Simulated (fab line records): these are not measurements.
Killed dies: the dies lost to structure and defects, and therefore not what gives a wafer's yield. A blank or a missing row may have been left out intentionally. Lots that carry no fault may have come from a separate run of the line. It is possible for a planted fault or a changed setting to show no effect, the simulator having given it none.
Matching of chambers / flow nandHarc / NHARC_A_BONDPAD_CMP_19 on cmp-02 has 4 sister chambers
The step polishes, t overpolish 30 s, cu recess touch 16 s, target thk 169.82 nm. 18 wafers are shown with their chamber, then 9 later ones without.

## EACH WAFER AND ITS CHAMBER
wafer=L081.1; chamber=1; motorCurrentA (A)=12.3; overpolishRunS (s)=30.002
wafer=L081.2; chamber=3; motorCurrentA (A)=12.5; overpolishRunS (s)=30.009
wafer=L081.3; chamber=2; motorCurrentA (A)=13.6; overpolishRunS (s)=29.994
wafer=L081.4; chamber=0; motorCurrentA (A)=14.3; overpolishRunS (s)=29.993
wafer=L081.5; chamber=2; motorCurrentA (A)=13.5; overpolishRunS (s)=29.994
wafer=L081.6; chamber=1; motorCurrentA (A)=12.8; overpolishRunS (s)=29.985
wafer=L082.1; chamber=1; motorCurrentA (A)=12.8; overpolishRunS (s)=29.985
wafer=L082.3; chamber=3; motorCurrentA (A)=11.7; overpolishRunS (s)=30.016
wafer=L082.5; chamber=3; motorCurrentA (A)=11.5; overpolishRunS (s)=30.005
wafer=L083.1; chamber=3; motorCurrentA (A)=11.7; overpolishRunS (s)=30.009
wafer=L083.2; chamber=1; motorCurrentA (A)=12.6; overpolishRunS (s)=29.998
wafer=L083.6; chamber=3; motorCurrentA (A)=11.8; overpolishRunS (s)=30.020
wafer=L084.1; chamber=3; motorCurrentA (A)=12.0; overpolishRunS (s)=30.001
wafer=L084.5; chamber=0; motorCurrentA (A)=13.8; overpolishRunS (s)=30.005
wafer=L084.6; chamber=1; motorCurrentA (A)=13.2; overpolishRunS (s)=29.990
wafer=L085.3; chamber=1; motorCurrentA (A)=12.9; overpolishRunS (s)=30.001
wafer=L085.5; chamber=3; motorCurrentA (A)=11.0; overpolishRunS (s)=29.997
wafer=L085.6; chamber=2; motorCurrentA (A)=14.6; overpolishRunS (s)=29.994

SIGNATURES (means of the wafers above)
reading=motorCurrentA; chamber 0=14.050; chamber 1=12.767; chamber 2=13.900; chamber 3=11.743; scatter within a chamber=0.429
reading=overpolishRunS; chamber 0=29.99900; chamber 1=29.99350; chamber 2=29.99400; chamber 3=30.00814; scatter within a chamber=0.0074
Rule: a wafer lies at a distance from a chamber equal to the root of the sum of squares, over the readings, of (its reading less the chamber's mean, divided by the reading's scatter). If the next closest chamber is less than 2 further off than the closest, the wafer can't be placed; otherwise it belongs to the closest. The scatter is the square root of a quotient: the sum, over the shown wafers, of each reading's squared deviation from its chamber's mean, divided by wafers minus chambers.

## WAFERS WITH NO CHAMBER GIVEN
wafer=L088.1; motorCurrentA (A)=11.4; overpolishRunS (s)=30.005
wafer=L088.3; motorCurrentA (A)=13.7; overpolishRunS (s)=30.000
wafer=L088.6; motorCurrentA (A)=11.4; overpolishRunS (s)=30.006
wafer=L094.3; motorCurrentA (A)=13.3; overpolishRunS (s)=30.001
wafer=L094.4; motorCurrentA (A)=11.4; overpolishRunS (s)=29.992
wafer=L094.6; motorCurrentA (A)=11.3; overpolishRunS (s)=30.010
wafer=L097.3; motorCurrentA (A)=13.7; overpolishRunS (s)=30.006
wafer=L097.4; motorCurrentA (A)=11.3; overpolishRunS (s)=29.993
wafer=L097.5; motorCurrentA (A)=15.0; overpolishRunS (s)=30.010

## WHICH CHAMBER EACH ONE RAN IN
wafer=L088.1; from the rows above=3; in truth=3
wafer=L088.3; from the rows above=can't be placed: 0 or 2 or 1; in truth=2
wafer=L088.6; from the rows above=3; in truth=3
wafer=L094.3; from the rows above=can't be placed: 1 or 2 or 0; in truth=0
wafer=L094.4; from the rows above=can't be placed: 3 or 1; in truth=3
wafer=L094.6; from the rows above=3; in truth=3
wafer=L097.3; from the rows above=can't be placed: 0 or 2 or 1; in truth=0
wafer=L097.4; from the rows above=can't be placed: 3 or 1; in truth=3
wafer=L097.5; from the rows above=can't be placed: 0 or 2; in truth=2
3 of 9 placed correctly. Not placeable from these rows: 6 (in 6, the candidates include the true chamber). Number placed wrongly: 0.
